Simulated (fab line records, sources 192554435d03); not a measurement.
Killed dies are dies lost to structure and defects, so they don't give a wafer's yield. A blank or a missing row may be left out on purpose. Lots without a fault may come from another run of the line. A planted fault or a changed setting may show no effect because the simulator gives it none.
Which tool did it? | flow n5_finfet | 24 lots, 72 wafers sampled, at 6 steps of a route of 1938

WHAT THE GAUGES READ, wafer by wafer
N5_BEOL_M2_THK_MEAS_53: measures by xrf. Usual: M2_THK 39.5 nm, standard deviation 1.3.
lot  | measured     | on            | M2_THK (nm)    | flag
L074 | day 6 23:41  | film_metro-01 | 38.6 36.7 36.8 |
L075 | day 7 08:27  | film_metro-01 | 40.5 37.7 39.2 |
L076 | day 7 17:16  | film_metro-01 | 38.7 38.5 38.2 |
L077 | day 8 01:39  | film_metro-01 | 40.8 39.8 39.3 |
L078 | day 8 05:16  | film_metro-02 | 40.1 41.0 40.6 |
L079 | day 8 20:57  | film_metro-02 | 39.2 40.9 40.7 |
L080 | day 9 00:14  | film_metro-02 | 38.3 38.5 41.2 |
L081 | day 9 00:35  | film_metro-01 | 40.6 40.3 40.5 |
L082 | day 9 02:07  | film_metro-01 | 41.4 40.8 37.5 |
L083 | day 9 05:10  | film_metro-01 | 40.1 38.8 41.1 |
L084 | day 9 11:32  | film_metro-02 | 38.5 39.1 39.7 |
L085 | day 9 15:18  | film_metro-02 | 39.8 40.5 38.7 |
L086 | day 10 05:50 | film_metro-01 | 42.0 40.1 39.8 |
L087 | day 10 08:46 | film_metro-02 | 40.4 42.3 39.2 |
L088 | day 10 22:24 | film_metro-02 | 38.4 38.7 40.3 |
L089 | day 11 01:52 | film_metro-02 | 39.8 39.7 41.0 |
L090 | day 11 04:23 | film_metro-02 | 38.9 37.6 41.4 |
L093 | day 11 11:09 | film_metro-01 | 40.3 40.3 40.2 |
L091 | day 11 21:58 | film_metro-01 | 38.7 40.7 39.2 |
L094 | day 12 01:58 | film_metro-01 | 39.9 38.9 41.1 |
L095 | day 12 08:18 | film_metro-02 | 40.5 37.0 39.2 |
L092 | day 12 08:05 | film_metro-01 | 40.0 38.7 39.1 |
L096 | day 12 10:21 | film_metro-01 | 38.2 36.4 39.0 |
L097 | day 12 13:36 | film_metro-01 | 37.8 38.5 36.0 |

N5_BEOL_M2_RS_MEAS_58: measures by four-point-probe. Usual: M2_RS 0.673 ohm/sq, standard deviation 0.029.
lot  | measured     | on            | M2_RS (ohm/sq)    | flag
L074 | day 6 23:56  | film_metro-01 | 0.680 0.725 0.727 |
L075 | day 7 08:44  | film_metro-01 | 0.646 0.715 0.675 |
L076 | day 7 17:32  | film_metro-01 | 0.700 0.703 0.706 |
L077 | day 8 01:55  | film_metro-01 | 0.640 0.662 0.673 |
L078 | day 8 05:31  | film_metro-02 | 0.677 0.657 0.666 |
L079 | day 8 21:13  | film_metro-01 | 0.689 0.653 0.662 |
L080 | day 9 00:29  | film_metro-01 | 0.706 0.699 0.641 |
L081 | day 9 00:51  | film_metro-02 | 0.647 0.656 0.648 |
L082 | day 9 02:22  | film_metro-01 | 0.629 0.635 0.708 |
L083 | day 9 05:25  | film_metro-01 | 0.646 0.676 0.628 |
L084 | day 9 11:47  | film_metro-02 | 0.694 0.682 0.669 |
L085 | day 9 15:34  | film_metro-01 | 0.662 0.647 0.687 |
L086 | day 10 06:07 | film_metro-02 | 0.615 0.654 0.660 |
L087 | day 10 09:01 | film_metro-02 | 0.657 0.621 0.686 |
L088 | day 10 22:45 | film_metro-01 | 0.692 0.685 0.649 |
L089 | day 11 02:20 | film_metro-02 | 0.670 0.671 0.646 |
L090 | day 11 04:39 | film_metro-01 | 0.688 0.721 0.632 |
L093 | day 11 11:25 | film_metro-01 | 0.647 0.644 0.653 |
L091 | day 11 22:14 | film_metro-01 | 0.683 0.637 0.671 |
L094 | day 12 02:14 | film_metro-02 | 0.660 0.683 0.632 |
L095 | day 12 08:34 | film_metro-01 | 0.668 0.745 0.695 |
L092 | day 12 08:22 | film_metro-01 | 0.660 0.684 0.676 |
L096 | day 12 10:37 | film_metro-02 | 0.697 0.742 0.677 |
L097 | day 12 13:52 | film_metro-02 | 0.709 0.696 0.759 |

WHICH TOOL RAN EACH LOT (tool, then ch and the chambers of the sampled wafers, then the start)
lot  | N5_BEOL_M2_SPUTTER_92        | N5_BEOL_M2_ANNEAL_95         | N5_BEOL_M2_ANNEAL_51             | N5_BEOL_M2_DEP_57
L074 | pvd_sputter-03, day 6 22:27  | pvd_sputter-03, day 6 22:45  | rtp_anneal-02 ch 0, day 6 23:11  | pecvd-02 ch 0,1,2, day 6 23:52
L075 | pvd_sputter-03, day 7 07:13  | pvd_sputter-03, day 7 07:31  | rtp_anneal-02 ch 0, day 7 07:52  | pecvd-04 ch 0,1, day 7 08:39
L076 | pvd_sputter-01, day 7 16:02  | pvd_sputter-01, day 7 16:20  | rtp_anneal-02 ch 0, day 7 16:46  | pecvd-04 ch 0,1, day 7 17:28
L077 | pvd_sputter-01, day 8 00:25  | pvd_sputter-01, day 8 00:43  | rtp_anneal-02 ch 0, day 8 01:02  | pecvd-04 ch 0,1,2, day 8 01:50
L078 | pvd_sputter-03, day 8 04:02  | pvd_sputter-03, day 8 04:20  | rtp_anneal-01 ch 0, day 8 04:46  | pecvd-01 ch 0,1, day 8 05:27
L079 | pvd_sputter-03, day 8 19:43  | pvd_sputter-03, day 8 20:01  | rtp_anneal-01 ch 0, day 8 20:24  | pecvd-02 ch 0,2, day 8 21:09
L080 | pvd_sputter-02, day 8 23:00  | pvd_sputter-02, day 8 23:18  | rtp_anneal-02 ch 0, day 8 23:38  | pecvd-04 ch 0,1,2, day 9 00:26
L081 | pvd_sputter-03, day 8 23:22  | pvd_sputter-03, day 8 23:40  | rtp_anneal-01 ch 0, day 9 00:00  | pecvd-04 ch 0,2, day 9 00:47
L082 | pvd_sputter-02, day 9 00:50  | pvd_sputter-02, day 9 01:08  | rtp_anneal-01 ch 0, day 9 01:39  | pecvd-01 ch 0,1,2, day 9 02:19
L083 | pvd_sputter-03, day 9 03:56  | pvd_sputter-03, day 9 04:14  | rtp_anneal-02 ch 0, day 9 04:39  | pecvd-02 ch 0,2, day 9 05:21
L084 | pvd_sputter-03, day 9 10:17  | pvd_sputter-03, day 9 10:35  | rtp_anneal-01 ch 0, day 9 10:56  | pecvd-01 ch 0,2, day 9 11:44
L085 | pvd_sputter-03, day 9 14:04  | pvd_sputter-03, day 9 14:22  | rtp_anneal-01 ch 0, day 9 14:45  | pecvd-02 ch 0,1, day 9 15:29
L086 | pvd_sputter-02, day 10 04:37 | pvd_sputter-02, day 10 04:55 | rtp_anneal-01 ch 0, day 10 05:14 | pecvd-04 ch 0,1,2, day 10 06:03
L087 | pvd_sputter-02, day 10 07:29 | pvd_sputter-02, day 10 07:47 | rtp_anneal-01 ch 0, day 10 08:10 | pecvd-01 ch 0,1, day 10 08:58
L088 | pvd_sputter-02, day 10 20:38 | pvd_sputter-02, day 10 20:56 | rtp_anneal-01 ch 0, day 10 21:32 | pecvd-04 ch 0,1, day 10 22:40
L089 | pvd_sputter-03, day 11 00:20 | pvd_sputter-03, day 11 00:38 | rtp_anneal-01 ch 0, day 11 01:08 | pecvd-04 ch 0,1, day 11 02:16
L090 | pvd_sputter-02, day 11 03:10 | pvd_sputter-02, day 11 03:28 | rtp_anneal-02 ch 0, day 11 03:50 | pecvd-02 ch 0,2, day 11 04:35
L093 | pvd_sputter-01, day 11 09:49 | pvd_sputter-01, day 11 10:07 | rtp_anneal-02 ch 0, day 11 10:35 | pecvd-02 ch 1,2, day 11 11:21
L091 | pvd_sputter-02, day 11 20:44 | pvd_sputter-02, day 11 21:02 | rtp_anneal-02 ch 0, day 11 21:25 | pecvd-01 ch 0,1, day 11 22:10
L094 | pvd_sputter-02, day 12 00:28 | pvd_sputter-02, day 12 00:46 | rtp_anneal-02 ch 0, day 12 01:28 | pecvd-02 ch 0,1, day 12 02:10
L095 | pvd_sputter-02, day 12 06:16 | pvd_sputter-02, day 12 06:34 | rtp_anneal-01 ch 0, day 12 07:05 | pecvd-01 ch 1,2, day 12 08:29
L092 | pvd_sputter-01, day 12 06:52 | pvd_sputter-01, day 12 07:10 | rtp_anneal-02 ch 0, day 12 07:29 | pecvd-02 ch 0,1, day 12 08:17
L096 | pvd_sputter-02, day 12 09:07 | pvd_sputter-02, day 12 09:25 | rtp_anneal-02 ch 0, day 12 09:48 | pecvd-01 ch 0,2, day 12 10:32
L097 | pvd_sputter-03, day 12 12:07 | pvd_sputter-03, day 12 12:25 | rtp_anneal-01 ch 0, day 12 12:50 | pecvd-04 ch 0,1, day 12 13:48
- N5_BEOL_M2_SPUTTER_92: material Cu, target thk 4.5 nm, time 8.29 s.
- N5_BEOL_M2_ANNEAL_95: time 240 s.
- N5_BEOL_M2_ANNEAL_51: time 90 s.
- N5_BEOL_M2_DEP_57: deposits SiCN from 3MS/NH3, target thk 8 nm, time 14 s.

WHAT THE TOOLS THEMSELVES READ (means of the sampled wafers that have a number; where no wafer has one, the mark that the record gives instead)
N5_BEOL_M2_SPUTTER_92. Usual: throttle_valve_pct 29.9 %, standard deviation 1.
lot  | tool           | throttle_valve_pct (%) | flag
L074 | pvd_sputter-03 | 29.0                   |
L075 | pvd_sputter-03 | 29.6                   |
L076 | pvd_sputter-01 | 30.1                   |
L077 | pvd_sputter-01 | 30.5                   |
L078 | pvd_sputter-03 | 28.9                   |
L079 | pvd_sputter-03 | 29.1                   |
L080 | pvd_sputter-02 | 30.8                   |
L081 | pvd_sputter-03 | 30.0                   |
L082 | pvd_sputter-02 | 30.5                   |
L083 | pvd_sputter-03 | 28.9                   |
L084 | pvd_sputter-03 | 29.3                   |
L085 | pvd_sputter-03 | 29.8                   |
L086 | pvd_sputter-02 | 30.3                   |
L087 | pvd_sputter-02 | 31.3                   |
L088 | pvd_sputter-02 | 30.9                   |
L089 | pvd_sputter-03 | 29.7                   |
L090 | pvd_sputter-02 | 30.8                   |
L093 | pvd_sputter-01 | 30.1                   |
L091 | pvd_sputter-02 | 30.6                   |
L094 | pvd_sputter-02 | 30.0                   |
L095 | pvd_sputter-02 | 30.9                   |
L092 | pvd_sputter-01 | 30.5                   |
L096 | pvd_sputter-02 | 31.5                   |
L097 | pvd_sputter-03 | 29.6                   |

N5_BEOL_M2_ANNEAL_95. Usual: heater_power_w 827 W, standard deviation 86.
lot  | tool           | heater_power_w (W) | flag
L074 | pvd_sputter-03 | 782                |
L075 | pvd_sputter-03 | 955                |
L076 | pvd_sputter-01 | 804                |
L077 | pvd_sputter-01 | 849                |
L078 | pvd_sputter-03 | 781                |
L079 | pvd_sputter-03 | 840                |
L080 | pvd_sputter-02 | 776                |
L081 | pvd_sputter-03 | 838                |
L082 | pvd_sputter-02 | 773                |
L083 | pvd_sputter-03 | 885                |
L084 | pvd_sputter-03 | 853                |
L085 | pvd_sputter-03 | 878                |
L086 | pvd_sputter-02 | 763                |
L087 | pvd_sputter-02 | 820                |
L088 | pvd_sputter-02 | 817                |
L089 | pvd_sputter-03 | 919                |
L090 | pvd_sputter-02 | 791                |
L093 | pvd_sputter-01 | 757                |
L091 | pvd_sputter-02 | 811                |
L094 | pvd_sputter-02 | 810                |
L095 | pvd_sputter-02 | 784                |
L092 | pvd_sputter-01 | 850                |
L096 | pvd_sputter-02 | 810                |
L097 | pvd_sputter-03 | 886                |

N5_BEOL_M2_ANNEAL_51. Usual: wafer_temp_C_max 225.84, standard deviation 0.26.
lot  | tool          | wafer_temp_C_max | flag
L074 | rtp_anneal-02 | 225.89           |
L075 | rtp_anneal-02 | 225.67           |
L076 | rtp_anneal-02 | 225.78           |
L077 | rtp_anneal-02 | 225.94           |
L078 | rtp_anneal-01 | 226.10           |
L079 | rtp_anneal-01 | 225.96           |
L080 | rtp_anneal-02 | 225.83           |
L081 | rtp_anneal-01 | 225.68           |
L082 | rtp_anneal-01 | 225.74           |
L083 | rtp_anneal-02 | 225.66           |
L084 | rtp_anneal-01 | 225.60           |
L085 | rtp_anneal-01 | 225.87           |
L086 | rtp_anneal-01 | 226.02           |
L087 | rtp_anneal-01 | 226.09           |
L088 | rtp_anneal-01 | 225.87           |
L089 | rtp_anneal-01 | 225.88           |
L090 | rtp_anneal-02 | 225.85           |
L093 | rtp_anneal-02 | 225.71           |
L091 | rtp_anneal-02 | 225.55           |
L094 | rtp_anneal-02 | 225.57           |
L095 | rtp_anneal-01 | 226.21           |
L092 | rtp_anneal-02 | 225.48           |
L096 | rtp_anneal-02 | 225.76           |
L097 | rtp_anneal-01 | 225.89           |

N5_BEOL_M2_DEP_57. Usual: showerhead_plenum_p_Torr 3.669 Torr, standard deviation 0.013; throttle_valve_pct 8.9 %, standard deviation 0.49.
lot  | tool     | showerhead_plenum_p_Torr (Torr) | throttle_valve_pct (%) | flag
L074 | pecvd-02 | 3.658                           | 8.8                    |
L075 | pecvd-04 | 3.672                           | 9.0                    |
L076 | pecvd-04 | 3.682                           | 8.8                    |
L077 | pecvd-04 | 3.682                           | 8.6                    |
L078 | pecvd-01 | 3.668                           | 9.4                    |
L079 | pecvd-02 | 3.672                           | 8.6                    |
L080 | pecvd-04 | 3.677                           | 8.8                    |
L081 | pecvd-04 | 3.672                           | 8.5                    |
L082 | pecvd-01 | 3.661                           | 9.0                    |
L083 | pecvd-02 | 3.665                           | 9.1                    |
L084 | pecvd-01 | 3.662                           | 8.6                    |
L085 | pecvd-02 | 3.648                           | 9.2                    |
L086 | pecvd-04 | 3.679                           | 8.5                    |
L087 | pecvd-01 | 3.670                           | 9.4                    |
L088 | pecvd-04 | 3.678                           | 8.8                    |
L089 | pecvd-04 | 3.682                           | 9.0                    |
L090 | pecvd-02 | 3.677                           | 8.5                    |
L093 | pecvd-02 | 3.653                           | 8.8                    |
L091 | pecvd-01 | 3.670                           | 9.2                    |
L094 | pecvd-02 | 3.654                           | 9.3                    |
L095 | pecvd-01 | 3.662                           | 9.1                    |
L092 | pecvd-02 | 3.648                           | 9.1                    |
L096 | pecvd-01 | 3.672                           | 8.6                    |
L097 | pecvd-04 | 3.685                           | 8.9                    |

THE ANSWER, worked out from the rows above alone
Rule: a lot is off if the mean of its wafers that have a number lies more than 3 standard deviations from the usual mean. A lot without any number at a reading at which 4 lots or more have one is off too. The other lots that the step has rows for count as sound. The gauges are gone through in route order, then the tools' own readings, and for those a lot's mean is taken as printed above. The first step at which some lot is off is used, and at that step the reading that is off furthest; a lot without a number counts as furthest.
No lot is off at any reading shown: from this, nothing can be told.

WHAT THE SIMULATOR HAD PUT IN
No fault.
